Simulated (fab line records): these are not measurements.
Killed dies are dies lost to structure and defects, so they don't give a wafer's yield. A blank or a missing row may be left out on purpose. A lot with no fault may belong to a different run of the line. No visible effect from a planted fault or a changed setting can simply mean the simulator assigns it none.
fab line records / flow n5-finfet
[record] lots = 5 wafers = 15 last-day = 18
route steps=1938 shown WELL_APT@35 PMOS_HMC_CHANNEL_EPI@57 BEOL_M4@1111 PASSIVATION@1936
lots that met no fault: from a run of the same line without faults
start-h: hours from the record's opening day to when the first of the lot's shown wafers began / wait-h: hours elapsed since this lot's preceding step / " as in the row above / L1.1+2: several wafers, shown together as one row / - no value present, or no start provided / * or withheld: withheld / < > ~ a bound
route shown NAME@n: NAME is a module with steps in the file, n the number in the route of the first one / usual: average and standard deviation across the fault-free wafers / same: alike in all rows / chamber/n: place in a boat / sites: the reading at each site / _std_site: the standard deviation of these / _edge_site: mean of outer sites minus mean of inner sites / radius-mm: for every site, how far away it sits from the centre of the wafer / mask NAME#n: copy n / behind: the last tool/chamber to shape the wafer / hold: cause of the lot's hold/its duration in hours/its outcome / device: transistor that didn't switch, given as n, p or np / end of line: at the end of the route, the tests of the same wafers / a step without rows: its recipe alone / killed: the dies lost at the first sort to structure and to defects; this is not the yield of the wafer / map: a wafer's dies, marking killed ones x, the rest . and places with no die _
set.NAME: setting as actually run; set.NAME@STEP: the setting as run at that earlier step / model.NAME: the simulator's own value behind a step, which no gauge read
lots at some steps of the route; a table a step, a row a wafer
services: from which hour (start-h, from the record's first day; less than 0 if before it) a tool's chamber was out of use, for how many hours, and why
[[steps]]
[step N5_WELL_APT_HMDS_18]
[recipe] time-s = 60 temp-c = 120
[step N5_WELL_APT_COAT_19]
[recipe] spin-rpm = 1357 resist-thk-nm = 950
[step N5_WELL_APT_EBR_21]
[recipe] solvent = PGMEA ebr-width-mm = 1.5
[step N5_WELL_APT_SOFTBAKE_20]
[recipe] temp-c = 130 time-s = 60
[step N5_WELL_APT_EXPOSE_22]
[recipe] mask-id = PWELL na = 0.8 source-shape = conventional sigma-outer = 0.8 polarization = unpolarized defocus-nm = 0 target-cd-nm = 200 dose-mj = 23.2
[step N5_WELL_APT_PEB_23]
[recipe] peb-temp-c = 130 peb-time-s = 90
[step N5_WELL_APT_DEVELOP_24]
[recipe] develop-time-s = 45 rinse-liquid = surfactant-rinse dry = air-spin dev-temp-c = 21
[step N5_WELL_APT_HARDBAKE_29]
[recipe] temp-c = 130 time-s = 120
[step N5_WELL_APT_DESCUM_30]
[recipe] chemistry = O2 time-s = 7.9 source-power-w = 50 bias-power-w = 20 pressure-mtorr = 20 rf-frequency-hz = 2.712e+07 temp-c = 40 o2-flow-sccm = 225
[step N5_WELL_APT_IMPLANT_31]
[recipe] species = B energy-kev = 60 dose-cm2 = 1.5e+13 tilt-deg = 0 rotation-deg = 0
[usual] dose-ions-cm2 = 1.5001e+13/1.7e+10 faraday-current-uA = 190/4.1 rotation-deg = 0.002/0.022
lot.wafer=L917.1 tool=implanter-02 chamber=0 start-h=69.05 wait-h=0.1 dose-ions-cm2=1.4993e+13 faraday-current-uA=186 rotation-deg=-0.012
lot.wafer=L917.3 tool=implanter-02 chamber=0 start-h=69.05 wait-h=0.1 dose-ions-cm2=1.4983e+13 faraday-current-uA=186 rotation-deg=0.044
lot.wafer=L917.6 tool=implanter-02 chamber=0 start-h=69.05 wait-h=0.1 dose-ions-cm2=1.4982e+13 faraday-current-uA=189 rotation-deg=0.009
lot.wafer=L923.2 tool=implanter-02 chamber=0 start-h=105.46 wait-h=0.1 dose-ions-cm2=1.326e+13 faraday-current-uA=163 rotation-deg=-0.011
lot.wafer=L923.3 tool=implanter-02 chamber=0 start-h=105.46 wait-h=0.1 dose-ions-cm2=1.3235e+13 faraday-current-uA=175 rotation-deg=-0.020
lot.wafer=L923.6 tool=implanter-02 chamber=0 start-h=105.46 wait-h=0.1 dose-ions-cm2=1.3218e+13 faraday-current-uA=166 rotation-deg=-0.038
lot.wafer=L924.1 tool=implanter-02 chamber=0 start-h=111.10 wait-h=0.1 dose-ions-cm2=1.3234e+13 faraday-current-uA=172 rotation-deg=-0.006
lot.wafer=L924.3 tool=implanter-02 chamber=0 start-h=111.10 wait-h=0.1 dose-ions-cm2=1.3232e+13 faraday-current-uA=170 rotation-deg=-0.007
lot.wafer=L924.5 tool=implanter-02 chamber=0 start-h=111.10 wait-h=0.1 dose-ions-cm2=1.325e+13 faraday-current-uA=166 rotation-deg=-0.001
lot.wafer=L925.3 tool=implanter-02 chamber=0 start-h=117.86 wait-h=0.1 dose-ions-cm2=1.3275e+13 faraday-current-uA=165 rotation-deg=-0.008
lot.wafer=L925.5 tool=implanter-02 chamber=0 start-h=117.86 wait-h=0.1 dose-ions-cm2=1.3244e+13 faraday-current-uA=172 rotation-deg=0.010
lot.wafer=L925.6 tool=implanter-02 chamber=0 start-h=117.86 wait-h=0.1 dose-ions-cm2=1.3264e+13 faraday-current-uA=174 rotation-deg=-0.019
lot.wafer=L931.1 tool=implanter-01 chamber=0 start-h=155.81 wait-h=0.1 dose-ions-cm2=1.4998e+13 faraday-current-uA=186 rotation-deg=0.060
lot.wafer=L931.3 tool=implanter-01 chamber=0 start-h=155.81 wait-h=0.1 dose-ions-cm2=1.4973e+13 faraday-current-uA=192 rotation-deg=0.012
lot.wafer=L931.5 tool=implanter-01 chamber=0 start-h=155.81 wait-h=0.1 dose-ions-cm2=1.5004e+13 faraday-current-uA=193 rotation-deg=0.042
[step N5_WELL_APT_IMPLANT_32]
[recipe] species = BF2 energy-kev = 50 dose-cm2 = 2e+13 tilt-deg = 0 rotation-deg = 0
[step N5_WELL_APT_STRIP_33]
[recipe] chemistry = SPM time-s = 900 temp-c = 130 h2so4-h2o2-vol-ratio = 4 dry = ipa-marangoni
[step N5_WELL_APT_RTA_34]
[recipe] temp-c = 1000 time-s = 10 ambient = N2 idle-temp-c = 600 ramp-up-c-per-s = 150 ramp-down-c-per-s = 60 cool-to-c = 600
[step N5_WELL_APT_OXIDE_STRIP_42]
[recipe] chemistry = dHF dilution = 25:1 time-s = 45 temp-c = 25 target = SiO2 target-depth-a = 120
[step N5_WELL_APT_PRECLEAN_36]
[recipe] chemistry = O3/DIW time-s = 45 temp-c = 22 o3-ppm = 10
[step N5_WELL_APT_PRECLEAN_39]
[recipe] chemistry = dHF time-s = 60 dilution = 150:1 temp-c = 25
[step N5_WELL_APT_SRD_37]
[recipe] dry = ipa-marangoni do-ppb = 5 time-s = 30 temp-c = 23 rinse-liquid = diw
[step N5_WELL_APT_EPI_41]
[recipe] material = Si target-thk-a = 500 temp-c = 650 precursor = SiH4/H2 pressure-torr = 20 time-s = 297.7
[step N5_PMOS_HMC_CHANNEL_EPI_HM_DEP_34]
[recipe] material = SiO2 target-thk-a = 360 temp-c = 400 precursor = TEOS/O2 pressure-torr = 6.5 rf-w = 900 teos-flow-sccm = 161.4 gas = O2 flow-sccm = 2650 time-s = 6.9
[step N5_PMOS_HMC_CHANNEL_EPI_COAT_31]
[recipe] resist = BARC temp-c = 205 time-s = 60 spin-rpm = 1500 resist-thk-nm = 66
[step N5_PMOS_HMC_CHANNEL_EPI_COAT_03]
[recipe] resist = CAR-ArF-block spin-rpm = 1500 resist-thk-nm = 205
[step N5_PMOS_HMC_CHANNEL_EPI_EBR_05]
[recipe] solvent = PGMEA ebr-width-mm = 1.5
[step N5_PMOS_HMC_CHANNEL_EPI_SOFTBAKE_04]
[recipe] temp-c = 110 time-s = 60 resist = CAR-ArF-block
[step N5_PMOS_HMC_CHANNEL_EPI_EXPOSE_06]
[recipe] mask-id = PMOS_HMC_BLK na = 1.35 source-shape = conventional sigma-outer = 0.8 polarization = unpolarized target-cd-nm = 240 dose-mj = 41
[step N5_PMOS_HMC_CHANNEL_EPI_PEB_07]
[recipe] peb-temp-c = 110 peb-time-s = 60 resist = CAR-ArF-block
[step N5_PMOS_HMC_CHANNEL_EPI_DEVELOP_08]
[recipe] develop-time-s = 30 developer = TMAH resist = CAR-ArF-block dev-temp-c = 23 rinse-liquid = diw dry = air-spin
[step N5_PMOS_HMC_CHANNEL_EPI_DESCUM_14]
[recipe] chemistry = O2 time-s = 7.9 source-power-w = 50 bias-power-w = 20 pressure-mtorr = 20 rf-frequency-hz = 2.712e+07 temp-c = 40 resist = CAR-ArF-block o2-flow-sccm = 225
[step N5_PMOS_HMC_CHANNEL_EPI_ETCH_32]
[recipe] chemistry = N2/H2 target = BARC stop-on = SiO2 target-depth-a = 858 over-etch-frac = 0.3 time-s = 50.3 ion-energy-ev = 200 mask-material = CAR-ArF-block pressure-mtorr = 30 source-w = 840 bias-w = 150 n2-flow-sccm = 200 h2-flow-sccm = 200
[step N5_PMOS_HMC_CHANNEL_EPI_HM_OPEN_15]
[recipe] chemistry = CHF3/O2 target = SiO2 mask-material = CAR-ArF-block target-depth-a = 406 CHF3_flow_sccm = 50 O2_flow_sccm = 5 Ar_flow_sccm = 200 time-s = 20.3 pressure-mtorr = 30 source-w = 650 bias-w = 170 ion-energy-ev = 200
[step N5_PMOS_HMC_CHANNEL_EPI_STRIP_33]
[recipe] chemistry = N2/H2 power-w = 500 temp-c = 40 pressure-mtorr = 50 rf-frequency-hz = 6e+07 overash-fraction = 0.3 bias-power-w = 8 h2-frac = 0.5 n2-flow-sccm = 300 h2-flow-sccm = 300
[step N5_PMOS_HMC_CHANNEL_EPI_STRIP_17]
[recipe] chemistry = SPM time-s = 750 temp-c = 130 h2so4-h2o2-vol-ratio = 4 dry = ipa-marangoni
[step N5_PMOS_HMC_CHANNEL_EPI_ETCH_38]
[recipe] chemistry = CF4 target = SiO2 target-depth-a = 15 ion-energy-ev = 350 pressure-mtorr = 10 icp-w = 800 bias-w = 400 cf4-flow-sccm = 80
[step N5_PMOS_HMC_CHANNEL_EPI_FIN_RECESS_16]
[recipe] chemistry = HBr/Cl2 target = Si mask-material = SiO2 target-depth-a = 540 time-s = 18 pressure-mtorr = 10 icp-w = 800 bias-w = 75 HBr_flow_sccm = 150 Cl2_flow_sccm = 80
[step N5_PMOS_HMC_CHANNEL_EPI_PRECLEAN_36]
[recipe] chemistry = O3/DIW time-s = 45 temp-c = 22 o3-ppm = 10
[step N5_PMOS_HMC_CHANNEL_EPI_PRECLEAN_18]
[recipe] chemistry = DHF time-s = 30 temp-c = 25 dilution = withheld
[step N5_BEOL_M4_RC_MEAS_101]
[usual] DIBL_N = 35.1/1.5 DIBL_P = 35.2/2 IOFF_N = 0.146/0.028 IOFF_P = 0.20/0.036 ION_N = 670/12 ION_P = 462/8.2 RS_PWELL = 3016/20 SS_N = 71.2/0.63 SS_P = 73.1/0.7 VT_N = 250/3.6 VT_P = -251/3.3
lot.wafer=L917.1 tool=prober-02 chamber=0 start-h=221.65 wait-h=0.0 DIBL_N[mV/V]=36.9 DIBL_P[mV/V]=37.3 IOFF_N[nA/um]=0.156 IOFF_P[nA/um]=0.21 ION_N[uA/um]=677 ION_P[uA/um]=466 RS_PWELL[ohm/sq]=2970 SS_N[mV/dec]=72.3 SS_P[mV/dec]=73.7 VT_N[mV]=252 VT_P[mV]=-251
lot.wafer=L917.3 tool=prober-02 chamber=0 start-h=221.65 wait-h=0.0 DIBL_N[mV/V]=35.2 DIBL_P[mV/V]=35.9 IOFF_N[nA/um]=0.135 IOFF_P[nA/um]=0.18 ION_N[uA/um]=668 ION_P[uA/um]=455 RS_PWELL[ohm/sq]=3022 SS_N[mV/dec]=71.0 SS_P[mV/dec]=73.3 VT_N[mV]=253 VT_P[mV]=-253
lot.wafer=L917.6 tool=prober-02 chamber=0 start-h=221.65 wait-h=0.0 DIBL_N[mV/V]=34.5 DIBL_P[mV/V]=34.8 IOFF_N[nA/um]=0.118 IOFF_P[nA/um]=0.17 ION_N[uA/um]=660 ION_P[uA/um]=453 RS_PWELL[ohm/sq]=2998 SS_N[mV/dec]=71.3 SS_P[mV/dec]=73.3 VT_N[mV]=255 VT_P[mV]=-254
lot.wafer=L923.2 tool=prober-02 chamber=0 start-h=263.80 wait-h=0.8 DIBL_N[mV/V]=34.0 DIBL_P[mV/V]=35.1 IOFF_N[nA/um]=0.136 IOFF_P[nA/um]=0.22 ION_N[uA/um]=669 ION_P[uA/um]=473 RS_PWELL[ohm/sq]=3271 SS_N[mV/dec]=70.8 SS_P[mV/dec]=73.5 VT_N[mV]=251 VT_P[mV]=-247
lot.wafer=L923.3 tool=prober-02 chamber=0 start-h=263.80 wait-h=0.8 DIBL_N[mV/V]=33.2 DIBL_P[mV/V]=33.6 IOFF_N[nA/um]=0.129 IOFF_P[nA/um]=0.19 ION_N[uA/um]=671 ION_P[uA/um]=463 RS_PWELL[ohm/sq]=3272 SS_N[mV/dec]=70.3 SS_P[mV/dec]=72.6 VT_N[mV]=251 VT_P[mV]=-250
lot.wafer=L923.6 tool=prober-02 chamber=0 start-h=263.80 wait-h=0.8 DIBL_N[mV/V]=33.9 DIBL_P[mV/V]=35.1 IOFF_N[nA/um]=0.145 IOFF_P[nA/um]=0.21 ION_N[uA/um]=673 ION_P[uA/um]=469 RS_PWELL[ohm/sq]=3273 SS_N[mV/dec]=71.0 SS_P[mV/dec]=73.5 VT_N[mV]=249 VT_P[mV]=-247
lot.wafer=L924.1 tool=prober-01 chamber=0 start-h=270.69 wait-h=0.0 DIBL_N[mV/V]=34.3 DIBL_P[mV/V]=34.7 IOFF_N[nA/um]=0.122 IOFF_P[nA/um]=0.17 ION_N[uA/um]=665 ION_P[uA/um]=461 RS_PWELL[ohm/sq]=3251 SS_N[mV/dec]=71.1 SS_P[mV/dec]=72.9 VT_N[mV]=255 VT_P[mV]=-254
lot.wafer=L924.3 tool=prober-01 chamber=0 start-h=270.69 wait-h=0.0 DIBL_N[mV/V]=35.1 DIBL_P[mV/V]=35.5 IOFF_N[nA/um]=0.127 IOFF_P[nA/um]=0.18 ION_N[uA/um]=655 ION_P[uA/um]=453 RS_PWELL[ohm/sq]=3244 SS_N[mV/dec]=71.3 SS_P[mV/dec]=73.6 VT_N[mV]=253 VT_P[mV]=-253
lot.wafer=L924.5 tool=prober-01 chamber=0 start-h=270.69 wait-h=0.0 DIBL_N[mV/V]=36.5 DIBL_P[mV/V]=37.2 IOFF_N[nA/um]=0.155 IOFF_P[nA/um]=0.20 ION_N[uA/um]=676 ION_P[uA/um]=465 RS_PWELL[ohm/sq]=3279 SS_N[mV/dec]=71.5 SS_P[mV/dec]=72.6 VT_N[mV]=248 VT_P[mV]=-252
lot.wafer=L925.3 tool=prober-02 chamber=0 start-h=272.52 wait-h=0.3 DIBL_N[mV/V]=32.5 DIBL_P[mV/V]=32.0 IOFF_N[nA/um]=0.100 IOFF_P[nA/um]=0.15 ION_N[uA/um]=653 ION_P[uA/um]=464 RS_PWELL[ohm/sq]=3243 SS_N[mV/dec]=71.1 SS_P[mV/dec]=72.2 VT_N[mV]=257 VT_P[mV]=-256
lot.wafer=L925.5 tool=prober-02 chamber=0 start-h=272.52 wait-h=0.3 DIBL_N[mV/V]=35.2 DIBL_P[mV/V]=34.5 IOFF_N[nA/um]=0.137 IOFF_P[nA/um]=0.18 ION_N[uA/um]=678 ION_P[uA/um]=465 RS_PWELL[ohm/sq]=3214 SS_N[mV/dec]=71.2 SS_P[mV/dec]=72.5 VT_N[mV]=252 VT_P[mV]=-250
lot.wafer=L925.6 tool=prober-02 chamber=0 start-h=272.52 wait-h=0.3 DIBL_N[mV/V]=32.8 DIBL_P[mV/V]=32.4 IOFF_N[nA/um]=0.103 IOFF_P[nA/um]=0.15 ION_N[uA/um]=659 ION_P[uA/um]=453 RS_PWELL[ohm/sq]=3219 SS_N[mV/dec]=70.4 SS_P[mV/dec]=72.8 VT_N[mV]=259 VT_P[mV]=-256
lot.wafer=L931.1 tool=prober-01 chamber=0 start-h=327.70 wait-h=0.0 DIBL_N[mV/V]=31.6 DIBL_P[mV/V]=31.8 IOFF_N[nA/um]=0.105 IOFF_P[nA/um]=0.16 ION_N[uA/um]=672 ION_P[uA/um]=466 RS_PWELL[ohm/sq]=3000 SS_N[mV/dec]=70.7 SS_P[mV/dec]=71.2 VT_N[mV]=254 VT_P[mV]=-253
lot.wafer=L931.3 tool=prober-01 chamber=0 start-h=327.70 wait-h=0.0 DIBL_N[mV/V]=34.1 DIBL_P[mV/V]=34.6 IOFF_N[nA/um]=0.129 IOFF_P[nA/um]=0.18 ION_N[uA/um]=656 ION_P[uA/um]=457 RS_PWELL[ohm/sq]=3011 SS_N[mV/dec]=71.5 SS_P[mV/dec]=73.2 VT_N[mV]=252 VT_P[mV]=-252
lot.wafer=L931.5 tool=prober-01 chamber=0 start-h=327.70 wait-h=0.0 DIBL_N[mV/V]=34.3 DIBL_P[mV/V]=35.0 IOFF_N[nA/um]=0.138 IOFF_P[nA/um]=0.19 ION_N[uA/um]=659 ION_P[uA/um]=459 RS_PWELL[ohm/sq]=3052 SS_N[mV/dec]=70.6 SS_P[mV/dec]=72.0 VT_N[mV]=249 VT_P[mV]=-251
[step N5_PASSIVATION_PROBE_49]
[usual] defect-limited-yield = 91.4/1.4 killed_at_M0_to_M3 = 32/10 killed_at_M4_up = 13/5.6 killed-at-contacts = 13/6.6 killed-at-front-end = 39/13 killed-at-other = 3.4/2.8 killed-dies = 101/17 killed-open = 66/13 killed-short = 33/7 sort_bin_5_function = 5.0/0.93 sort_bin_6_memory = 3.2/0.65 sort-n-pass = 1078/17 sort-yield-pct = 91.4/1.4
[same] gross-dies = 1180 killed-at-back-side = 0 sort_bin_4_leakage[%] = 0 sort_bin_8_speed[%] = 0
lot.wafer=L917.1 tool=prober-02 chamber=- start-h=328.83 wait-h=0.0 defect-limited-yield[%]=90.8 killed_at_M0_to_M3=30 killed_at_M4_up=12 killed-at-contacts=14 killed-at-front-end=52 killed-at-other=0 killed-dies=108 killed-open=58 killed-short=44 sort_bin_5_function[%]=4.6 sort_bin_6_memory[%]=3.8 sort-n-pass=1072 sort-yield-pct[%]=90.8
lot.wafer=L917.3 tool=prober-02 chamber=- start-h=328.93 wait-h=0.1 defect-limited-yield[%]=92.4 killed_at_M0_to_M3=39 killed_at_M4_up=12 killed-at-contacts=13 killed-at-front-end=24 killed-at-other=2 killed-dies=90 killed-open=56 killed-short=34 sort_bin_5_function[%]=4.9 sort_bin_6_memory[%]=2.5 sort-n-pass=1090 sort-yield-pct[%]=92.4
lot.wafer=L917.6 tool=prober-02 chamber=- start-h=329.08 wait-h=0.3 defect-limited-yield[%]=93.9 killed_at_M0_to_M3=29 killed_at_M4_up=4 killed-at-contacts=13 killed-at-front-end=26 killed-at-other=0 killed-dies=72 killed-open=50 killed-short=22 sort_bin_5_function[%]=4.1 sort_bin_6_memory[%]=1.8 sort-n-pass=1108 sort-yield-pct[%]=93.9
lot.wafer=L923.2 tool=prober-01 chamber=- start-h=374.58 wait-h=0.1 defect-limited-yield[%]=92.4 killed_at_M0_to_M3=30 killed_at_M4_up=15 killed-at-contacts=20 killed-at-front-end=23 killed-at-other=2 killed-dies=90 killed-open=60 killed-short=25 sort_bin_5_function[%]=5.0 sort_bin_6_memory[%]=2.4 sort-n-pass=1090 sort-yield-pct[%]=92.4
lot.wafer=L923.3 tool=prober-01 chamber=- start-h=374.63 wait-h=0.1 defect-limited-yield[%]=91.9 killed_at_M0_to_M3=20 killed_at_M4_up=17 killed-at-contacts=17 killed-at-front-end=30 killed-at-other=11 killed-dies=95 killed-open=56 killed-short=37 sort_bin_5_function[%]=4.0 sort_bin_6_memory[%]=3.6 sort-n-pass=1085 sort-yield-pct[%]=91.9
lot.wafer=L923.6 tool=prober-01 chamber=- start-h=374.78 wait-h=0.3 defect-limited-yield[%]=92.5 killed_at_M0_to_M3=28 killed_at_M4_up=16 killed-at-contacts=11 killed-at-front-end=30 killed-at-other=4 killed-dies=89 killed-open=60 killed-short=29 sort_bin_5_function[%]=4.8 sort_bin_6_memory[%]=2.5 sort-n-pass=1091 sort-yield-pct[%]=92.5
lot.wafer=L924.1 tool=prober-02 chamber=- start-h=378.08 wait-h=0.0 defect-limited-yield[%]=91.2 killed_at_M0_to_M3=39 killed_at_M4_up=6 killed-at-contacts=12 killed-at-front-end=39 killed-at-other=8 killed-dies=104 killed-open=69 killed-short=29 sort_bin_5_function[%]=4.4 sort_bin_6_memory[%]=3.7 sort-n-pass=1076 sort-yield-pct[%]=91.2
lot.wafer=L924.3 tool=prober-02 chamber=- start-h=378.18 wait-h=0.1 defect-limited-yield[%]=92.5 killed_at_M0_to_M3=31 killed_at_M4_up=22 killed-at-contacts=11 killed-at-front-end=23 killed-at-other=2 killed-dies=89 killed-open=49 killed-short=36 sort_bin_5_function[%]=4.8 sort_bin_6_memory[%]=2.4 sort-n-pass=1091 sort-yield-pct[%]=92.5
lot.wafer=L924.5 tool=prober-02 chamber=- start-h=378.28 wait-h=0.2 defect-limited-yield[%]=92.6 killed_at_M0_to_M3=45 killed_at_M4_up=12 killed-at-contacts=5 killed-at-front-end=25 killed-at-other=0 killed-dies=87 killed-open=59 killed-short=26 sort_bin_5_function[%]=3.9 sort_bin_6_memory[%]=3.2 sort-n-pass=1093 sort-yield-pct[%]=92.6
lot.wafer=L925.3 tool=prober-02 chamber=- start-h=383.19 wait-h=0.1 defect-limited-yield[%]=94.2 killed_at_M0_to_M3=36 killed_at_M4_up=8 killed-at-contacts=9 killed-at-front-end=13 killed-at-other=3 killed-dies=69 killed-open=51 killed-short=16 sort_bin_5_function[%]=3.5 sort_bin_6_memory[%]=2.1 sort-n-pass=1111 sort-yield-pct[%]=94.2
lot.wafer=L925.5 tool=prober-02 chamber=- start-h=383.29 wait-h=0.2 defect-limited-yield[%]=92.5 killed_at_M0_to_M3=30 killed_at_M4_up=4 killed-at-contacts=14 killed-at-front-end=37 killed-at-other=3 killed-dies=88 killed-open=63 killed-short=25 sort_bin_5_function[%]=4.4 sort_bin_6_memory[%]=2.5 sort-n-pass=1092 sort-yield-pct[%]=92.5
lot.wafer=L925.6 tool=prober-02 chamber=- start-h=383.34 wait-h=0.3 defect-limited-yield[%]=94.4 killed_at_M0_to_M3=18 killed_at_M4_up=17 killed-at-contacts=5 killed-at-front-end=26 killed-at-other=0 killed-dies=66 killed-open=38 killed-short=27 sort_bin_5_function[%]=3.6 sort_bin_6_memory[%]=1.9 sort-n-pass=1114 sort-yield-pct[%]=94.4
lot.wafer=L931.1 tool=prober-01 chamber=- start-h=432.35 wait-h=0.0 defect-limited-yield[%]=90.3 killed_at_M0_to_M3=20 killed_at_M4_up=23 killed-at-contacts=24 killed-at-front-end=45 killed-at-other=3 killed-dies=115 killed-open=77 killed-short=36 sort_bin_5_function[%]=5.3 sort_bin_6_memory[%]=4.2 sort-n-pass=1065 sort-yield-pct[%]=90.3
lot.wafer=L931.3 tool=prober-01 chamber=- start-h=432.45 wait-h=0.1 defect-limited-yield[%]=90.9 killed_at_M0_to_M3=44 killed_at_M4_up=7 killed-at-contacts=19 killed-at-front-end=35 killed-at-other=2 killed-dies=107 killed-open=66 killed-short=40 sort_bin_5_function[%]=5.1 sort_bin_6_memory[%]=3.8 sort-n-pass=1073 sort-yield-pct[%]=90.9
lot.wafer=L931.5 tool=prober-01 chamber=- start-h=432.55 wait-h=0.2 defect-limited-yield[%]=91.7 killed_at_M0_to_M3=29 killed_at_M4_up=15 killed-at-contacts=11 killed-at-front-end=38 killed-at-other=5 killed-dies=98 killed-open=68 killed-short=29 sort_bin_5_function[%]=4.9 sort_bin_6_memory[%]=3.1 sort-n-pass=1082 sort-yield-pct[%]=91.7
// killed by level:class
L917.1 STI_FIN_REVEAL:geometric-particle:open=13 BEOL_M0_SAQP:geometric-particle:short=13 MOL_CONTACT_COAG:geometric-particle:open=10 BEOL_M0_SAQP:geometric-particle:open=10 FIN_SAQP:geometric-particle:short=7 FIN_SAQP:geometric-particle:open=6 HKMG_FIN:area-etch=6 DUMMY_GATE:geometric-particle:open=4
L917.3 MOL_CONTACT_COAG:geometric-particle:open=11 BEOL_M2:geometric-particle:open=9 BEOL_M0_SAQP:geometric-particle:short=8 FIN_SAQP:geometric-particle:short=5 BEOL_M0:geometric-particle:open=5 BEOL_M0_SAQP:geometric-particle:open=5 BEOL_M3:geometric-particle:open=5 BEOL_M5:geometric-particle:open=5
L917.6 MOL_CONTACT_COAG:geometric-particle:open=13 BEOL_M0_SAQP:geometric-particle:short=8 BEOL_M3:geometric-particle:open=7 FIN_SAQP:geometric-particle:short=5 DUMMY_GATE:geometric-particle:open=4 STI_FIN_REVEAL:geometric-particle:open=4 BEOL_M1:geometric-particle:open=4 BEOL_M0_SAQP:geometric-particle:open=4
L923.2 MOL_CONTACT_COAG:geometric-particle:open=17 STI_FIN_REVEAL:geometric-particle:open=10 BEOL_M3:geometric-particle:open=6 BEOL_M4:geometric-particle:open=6 BEOL_M0_SAQP:geometric-particle:short=5 BEOL_M2:geometric-particle:open=5 DUMMY_GATE:geometric-particle:open=4 BEOL_M0_SAQP:geometric-particle:open=4
L923.3 MOL_CONTACT_COAG:geometric-particle:open=12 GATE_CUT:geometric-particle:short=6 BEOL_M4:geometric-particle:open=6 MOL_CONTACT_COAG:geometric-particle:short=5 BEOL_M0_SAQP:geometric-particle:short=5 BEOL_M3:geometric-particle:open=5 GATE_CUT:geometric-particle:open=4 FIN_SAQP:geometric-particle:short=3
L923.6 MOL_CONTACT_COAG:geometric-particle:open=9 STI_FIN_REVEAL:geometric-particle:open=8 BEOL_M2:geometric-particle:open=8 BEOL_M0_SAQP:geometric-particle:short=7 FIN_SAQP:geometric-particle:open=5 BEOL_M0_SAQP:geometric-particle:open=5 BEOL_M6:geometric-particle:open=4 FIN_SAQP:geometric-particle:short=3
L924.1 BEOL_M0_SAQP:geometric-particle:open=13 MOL_CONTACT_COAG:geometric-particle:open=11 GATE_CUT:geometric-particle:open=7 BEOL_M0_SAQP:geometric-particle:short=7 STI_FIN_REVEAL:geometric-particle:open=6 BEOL_M3:geometric-particle:open=6 FIN_SAQP:geometric-particle:open=5 GATE_CUT:geometric-particle:short=5
L924.3 GATE_CUT:geometric-particle:short=10 MOL_CONTACT_COAG:geometric-particle:open=9 BEOL_M0_SAQP:geometric-particle:short=9 BEOL_M0_SAQP:geometric-particle:open=7 BEOL_M3:geometric-particle:open=6 BEOL_M5:geometric-particle:open=6 BEOL_M0:geometric-particle:open=5 FIN_SAQP:geometric-particle:short=4
L924.5 BEOL_M0_SAQP:geometric-particle:open=11 BEOL_M0_SAQP:geometric-particle:short=9 BEOL_M2:geometric-particle:open=8 DUMMY_GATE:geometric-particle:open=6 MOL_CONTACT_COAG:geometric-particle:open=5 BEOL_M3:geometric-particle:open=5 FIN_SAQP:geometric-particle:open=4 BEOL_M1:geometric-particle:short=4
L925.3 BEOL_M0_SAQP:geometric-particle:open=12 MOL_CONTACT_COAG:geometric-particle:open=6 BEOL_M0_SAQP:geometric-particle:short=6 BEOL_M1:geometric-particle:open=6 BEOL_M3:geometric-particle:open=5 GATE_CUT:geometric-particle:open=4 DUMMY_GATE:geometric-particle:open=3 MOL_CONTACT_COAG:geometric-particle:short=3
L925.5 BEOL_M1:geometric-particle:open=11 STI_FIN_REVEAL:geometric-particle:open=9 MOL_CONTACT_COAG:geometric-particle:open=9 BEOL_M3:geometric-particle:open=7 MOL_CONTACT_COAG:geometric-particle:short=5 STI_FIN_REVEAL:geometric-particle:short=4 DUMMY_GATE:geometric-particle:open=4 ILD0:geometric-particle:open=4
L925.6 BEOL_M4:geometric-particle:short=6 MOL_CONTACT_COAG:geometric-particle:open=5 BEOL_M4:geometric-particle:open=5 GATE_CUT:geometric-particle:short=4 BEOL_M0_SAQP:geometric-particle:open=4 BEOL_M1:geometric-particle:open=4 STARTING-WAFER:geometric-particle:open=4 FIN_SAQP:geometric-particle:open=3
L931.1 MOL_CONTACT_COAG:geometric-particle:open=19 STI_FIN_REVEAL:geometric-particle:open=12 DUMMY_GATE:geometric-particle:open=6 BEOL_M3:geometric-particle:open=6 BEOL_M4:geometric-particle:open=6 FIN_SAQP:geometric-particle:short=5 MOL_CONTACT_COAG:geometric-particle:short=5 STARTING-WAFER:geometric-particle:short=5
L931.3 MOL_CONTACT_COAG:geometric-particle:open=15 BEOL_M0_SAQP:geometric-particle:short=13 BEOL_M0_SAQP:geometric-particle:open=12 BEOL_M2:geometric-particle:open=8 BEOL_M3:geometric-particle:open=7 FIN_SAQP:geometric-particle:open=5 GATE_CUT:geometric-particle:short=5 STI_FIN_REVEAL:geometric-particle:open=4
L931.5 FIN_SAQP:geometric-particle:open=11 MOL_CONTACT_COAG:geometric-particle:open=11 BEOL_M0_SAQP:geometric-particle:short=7 GATE_CUT:geometric-particle:short=6 BEOL_M0_SAQP:geometric-particle:open=6 STI_FIN_REVEAL:geometric-particle:open=5 DUMMY_GATE:geometric-particle:open=5 FIN_SAQP:geometric-particle:short=4
[[services]]
tool=implanter-02 chamber=- start-h=63.92 hours=3.1 kind=pm
tool=implanter-02 chamber=- start-h=77.24 hours=1.7 kind=repair
tool=implanter-02 chamber=- start-h=123.27 hours=3.7 kind=pm
[[key]]
[first-sign] step = N5_WELL_APT_IMPLANT_31 reading = dose-ions-cm2 direction = down sigmas = 99+ usual = 1.5001e+13 struck = 1.3246e+13
[effect] step = N5_WELL_APT_IMPLANT_31 reading = faraday-current-uA direction = down sigmas = 5.1 usual = 190 struck = 169
[effect] step = N5_BEOL_M4_RC_MEAS_101 reading = RS_PWELL direction = up sigmas = 12 usual = 3016 struck = 3252
met-at N5_WELL_APT_IMPLANT_31
struck-wafers L923.2,L923.3,L923.6,L924.1,L924.3,L924.5,L925.3,L925.5,L925.6
onset-between 69.05 105.46
[fault] kind = process-parameter-drift tool = implanter-02 chamber = - onset-h = 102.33 steps = N5_WELL_APT_IMPLANT_31 channel = dose-cm2 offset = -1.7535e+12 shape = step end-h = 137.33 acts-in = these-recipes-only stated = 1.5e+13
